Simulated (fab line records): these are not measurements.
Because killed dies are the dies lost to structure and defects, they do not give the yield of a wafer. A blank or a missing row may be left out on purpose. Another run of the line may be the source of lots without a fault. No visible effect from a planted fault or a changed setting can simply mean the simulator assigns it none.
Chamber matching	flow n5_finfet	rie_diel-02 running N5_BEOL_M9_ETCH_62: 4 sister chambers
The step etches SOC in N2/H2, target depth 110 nm, overetch 22 nm, time 165 s. 8 wafers are shown with their chamber, then 7 later ones without.

== EACH WAFER AND ITS CHAMBER ==
wafer	chamber	drypump_motor_current_A (A)	showerhead_plenum_p_Torr (Torr)
L079.2	1	6.2	2.50
L081.3	0	5.0	2.70
L081.5	2	6.7	2.56
L086.1	2	6.8	2.56
L086.2	3	6.5	2.53
L086.5	1	6.2	2.49
L087.3	3	6.5	2.53
L087.4	0	5.0	2.69

== WAFERS WITHOUT THEIR CHAMBER ==
wafer	drypump_motor_current_A (A)	showerhead_plenum_p_Torr (Torr)
L087.6	6.2	2.49
L089.1	6.2	2.49
L089.2	5.0	2.69
L089.4	6.5	2.53
L094.1	6.5	2.52
L094.4	6.7	2.55
L094.6	5.0	2.68

== CHAMBER TAKEN BY EACH ==
wafer	from the rows above	in truth
L087.6	1	1
L089.1	1	1
L089.2	0	0
L089.4	3	3
L094.1	3	3
L094.4	2	2
L094.6	0	0
Correctly placed: 7 of 7. Not placeable from these rows: 0. Wrongly placed: 0.
How it was worked out, from the rows above alone: a wafer's distance from a chamber is the root of the sum, over the readings, of the square of ((its reading less the chamber's mean) divided by the reading's scatter). The wafer belongs to the nearest chamber; if the next one is less than 2 further off, it can't be placed. Each chamber's mean is taken over the wafers shown for it. How the scatter is found: for the shown wafers, subtract from each reading the mean of its chamber, square and add these, divide the total by (wafers less chambers), then take the root.
